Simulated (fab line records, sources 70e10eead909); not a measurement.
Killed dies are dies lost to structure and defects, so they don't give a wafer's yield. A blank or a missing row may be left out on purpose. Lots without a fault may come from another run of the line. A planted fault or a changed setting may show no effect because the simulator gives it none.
Chamber matching | flow nand_harc | NHARC_A_CONTACT_ETCH_92 on rie_diel-02: 3 sister chambers
The step etches the open film in CH3F/O2, target depth 40 nm, time 85.7 s. 6 wafers are shown with their chamber, then 8 later ones without.

WAFERS WITH THEIR CHAMBER
wafer  | chamber | showerhead_plenum_p_Torr (Torr) | drypump_motor_current_A (A)
L089.1 | 0       | 2.45                            | 5.5
L089.6 | 1       | 2.55                            | 5.5
L091.1 | 3       | 2.51                            | 5.1
L091.3 | 0       | 2.45                            | 5.4
L091.4 | 1       | 2.55                            | 5.6
L090.1 | 3       | 2.50                            | 5.1

WAFERS WITHOUT THEIR CHAMBER
wafer  | showerhead_plenum_p_Torr (Torr) | drypump_motor_current_A (A)
L090.6 | 2.50                            | 5.1
L092.2 | 2.55                            | 5.5
L092.5 | 2.55                            | 5.5
L094.3 | 2.51                            | 5.1
L094.4 | 2.45                            | 5.5
L094.5 | 2.55                            | 5.5
L097.1 | 2.50                            | 5.1
L097.5 | 2.50                            | 5.1

WHICH CHAMBER EACH WENT THROUGH
wafer  | from the rows above | in truth
L090.6 | 3                   | 3
L092.2 | 1                   | 1
L092.5 | 1                   | 1
L094.3 | 3                   | 3
L094.4 | 0                   | 0
L094.5 | 1                   | 1
L097.1 | 3                   | 3
L097.5 | 3                   | 3
Placed correctly: 8 of 8. Can't be placed from these rows: 0. Placed wrongly: 0.
How it was worked out, from the rows above alone: a wafer's distance from a chamber is the root of the sum, over the readings, of the square of ((its reading less the chamber's mean) divided by the reading's scatter). The wafer belongs to the nearest chamber; if the next one is less than 2 further off, it can't be placed. A chamber's mean is the mean of its shown wafers. The scatter: the root of (the sum of the squares of (reading less its chamber's mean) over the shown wafers, divided by (wafers less chambers)).
